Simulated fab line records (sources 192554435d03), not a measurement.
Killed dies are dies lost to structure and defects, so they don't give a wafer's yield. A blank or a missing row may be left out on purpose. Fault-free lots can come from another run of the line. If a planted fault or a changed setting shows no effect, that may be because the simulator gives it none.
Matching of chambers    flow n5 finfet    4 sister chambers for N5_BEOL_M5_ETCH_75 on rie diel-03
The step etches underlayer in N2/H2, target depth 6.5 nm, time 5.2 s. 8 wafers are shown with their chamber, then 8 later ones without.

## WAFERS WITH THEIR CHAMBER
wafer   chamber  showerhead plenum p Torr (Torr)  throttle valve pct (%)
L083.1  1        2.59                             17.5
L084.2  1        2.59                             17.5
L084.6  3        2.45                             17.8
L087.3  0        2.42                             17.9
L089.1  2        2.43                             18.0
L089.5  3        2.45                             17.9
L089.6  2        2.43                             18.0
L092.1  0        2.41                             17.9

## WAFERS WITH NO CHAMBER GIVEN
wafer   showerhead plenum p Torr (Torr)  throttle valve pct (%)
L092.2  2.58                             17.5
L092.4  2.42                             18.0
L097.1  2.41                             17.9
L097.2  2.44                             17.9
L097.3  2.42                             18.0
L097.4  2.58                             17.6
L097.5  2.58                             17.6
L097.6  2.42                             18.0

## CHAMBER TAKEN BY EACH
wafer   from the rows above      in truth
L092.2  1                        1
L092.4  can't be placed: 2 or 0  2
L097.1  0                        0
L097.2  can't be placed: 3 or 2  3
L097.3  can't be placed: 2 or 0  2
L097.4  1                        1
L097.5  1                        1
L097.6  can't be placed: 2 or 0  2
Placed correctly: 4 of 8. These rows do not allow placing 4 (true chamber among the candidates in 4). Wrongly placed: 0.
How it was worked out, from the rows above alone: a wafer's distance from a chamber is the root of the sum, over the readings, of the square of ((its reading less the chamber's mean) divided by the reading's scatter). If the next closest chamber is less than 2 further off than the closest, the wafer can't be placed; otherwise it belongs to the closest. A chamber's mean is the mean of its shown wafers. The scatter is the square root of a quotient: the sum, over the shown wafers, of each reading's squared deviation from its chamber's mean, divided by wafers minus chambers.
